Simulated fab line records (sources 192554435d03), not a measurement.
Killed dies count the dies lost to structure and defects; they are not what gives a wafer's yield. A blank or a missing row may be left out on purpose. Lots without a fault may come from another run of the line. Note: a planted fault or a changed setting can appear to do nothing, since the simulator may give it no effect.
Matching of chambers || flow n5_finfet || uv_cure-03 running N5_BEOL_M6_CURE_75: 3 sister chambers
The step cures SiCOH lowk, time 120 s. 3 wafers are shown with their chamber, then 12 later ones without.

== WAFERS WITH THEIR CHAMBER ==
{"wafer": "L081.5", "chamber": 2, "wafer_temp_C_max": 372.4}
{"wafer": "L086.6", "chamber": 0, "wafer_temp_C_max": 371.8}
{"wafer": "L087.5", "chamber": 1, "wafer_temp_C_max": 372.2}

== WAFERS WHOSE CHAMBER IS MISSING ==
{"wafer": "L089.2", "wafer_temp_C_max": 372.8}
{"wafer": "L089.3", "wafer_temp_C_max": 372.1}
{"wafer": "L089.4", "wafer_temp_C_max": 372.2}
{"wafer": "L090.1", "wafer_temp_C_max": 371.6}
{"wafer": "L090.3", "wafer_temp_C_max": 372.6}
{"wafer": "L090.6", "wafer_temp_C_max": 372.0}
{"wafer": "L091.2", "wafer_temp_C_max": 371.5}
{"wafer": "L091.5", "wafer_temp_C_max": 371.7}
{"wafer": "L091.6", "wafer_temp_C_max": 371.7}
{"wafer": "L092.1", "wafer_temp_C_max": 371.4}
{"wafer": "L092.5", "wafer_temp_C_max": 371.4}
{"wafer": "L092.6", "wafer_temp_C_max": 371.1}

== EACH ONE'S CHAMBER ==
{"wafer": "L089.2", "from the rows above": "can't be placed: 2 or 1 or 0", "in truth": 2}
{"wafer": "L089.3", "from the rows above": "can't be placed: 1 or 2 or 0", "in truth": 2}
{"wafer": "L089.4", "from the rows above": "can't be placed: 1 or 2 or 0", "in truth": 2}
{"wafer": "L090.1", "from the rows above": "can't be placed: 0 or 1 or 2", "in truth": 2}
{"wafer": "L090.3", "from the rows above": "can't be placed: 2 or 1 or 0", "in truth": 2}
{"wafer": "L090.6", "from the rows above": "can't be placed: 0 or 1 or 2", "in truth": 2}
{"wafer": "L091.2", "from the rows above": "can't be placed: 0 or 1 or 2", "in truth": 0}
{"wafer": "L091.5", "from the rows above": "can't be placed: 0 or 1 or 2", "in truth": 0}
{"wafer": "L091.6", "from the rows above": "can't be placed: 0 or 1 or 2", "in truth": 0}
{"wafer": "L092.1", "from the rows above": "can't be placed: 0 or 1 or 2", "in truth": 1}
{"wafer": "L092.5", "from the rows above": "can't be placed: 0 or 1 or 2", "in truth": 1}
{"wafer": "L092.6", "from the rows above": "can't be placed: 0 or 1 or 2", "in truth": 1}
0 of 12 placed correctly. Not placeable from these rows: 12 (in 12, the candidates include the true chamber). Wrongly placed: 0.
How it was worked out, from the rows above alone: a wafer's distance from a chamber is the root of the sum, over the readings, of the square of ((its reading less the chamber's mean) divided by the reading's scatter). The wafer belongs to the nearest chamber; if the next one is less than 2 further off, it can't be placed. A chamber's mean is the mean of its shown wafers. The scatter: root of mean squared gap, hidden wafer to nearest shown wafer, with one shown wafer a chamber.
